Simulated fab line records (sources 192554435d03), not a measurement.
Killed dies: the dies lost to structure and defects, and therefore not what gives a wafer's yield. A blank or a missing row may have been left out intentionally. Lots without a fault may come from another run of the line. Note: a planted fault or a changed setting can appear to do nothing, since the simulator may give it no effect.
Which of the tools did it?    flow n5Finfet    11 lots, 33 wafers sampled, at 1 step of a route of 1938

WHAT THE GAUGES READ, wafer by wafer
N5_BEOL_M14_INSPECT_55: inspects for defects (darkfield).
lot   measured      on                rawDefectCount
L514  day 11 04:07  defectInspect-02  87 70 42
L515  day 11 04:23  defectInspect-02  64 60 51
L518  day 12 09:32  defectInspect-02  68 54 87
L519  day 12 17:02  defectInspect-02  76 78 75
L522  day 13 12:55  defectInspect-01  55 52 40
L523  day 14 01:19  defectInspect-01  84 113 63
L526  day 14 01:55  defectInspect-01  63 37 62
L525  day 14 04:36  defectInspect-02  59 52 48
L527  day 14 12:31  defectInspect-01  57 60 62
L532  day 15 11:28  defectInspect-02  55 76 49
L530  day 15 16:16  defectInspect-02  62 71 79

TOOL THAT RAN EACH LOT (tool first, then ch and the chambers of the sampled wafers, then the start)
There is no process step in the record ahead of these readings.

AS READ BY THE TOOLS THEMSELVES (means over the sampled wafers that have a number; for cases with no such wafer, the mark the record gives instead)
The record holds no such reading with a usual standard deviation.

THE ANSWER, worked out from the rows above alone
Rule: usual is defined by the lots themselves. Put in order of their means at a reading, lots are off if they are a third of the lots or fewer, leave a main group of 4 or more, and stand apart from it by a gap of 3 or more times the standard deviation of the main group's means; of several such gaps the widest counts. A main group is skipped when, at the precision printed for the reading in the tables above, its means are all equal. Also off: a lot with no number at a reading for which 4 or more lots have one. All remaining lots with rows at the step are treated as sound. After the gauges, taken in route order, come the tools' own readings; for these a lot's mean is taken, as printed above. The first step at which some lot is off is used, and at that step the reading that is off furthest; a lot without a number counts as furthest.
Across all readings shown, no lot is off: no conclusion can be drawn from this.

WHAT HAD BEEN PUT IN BY THE SIMULATOR
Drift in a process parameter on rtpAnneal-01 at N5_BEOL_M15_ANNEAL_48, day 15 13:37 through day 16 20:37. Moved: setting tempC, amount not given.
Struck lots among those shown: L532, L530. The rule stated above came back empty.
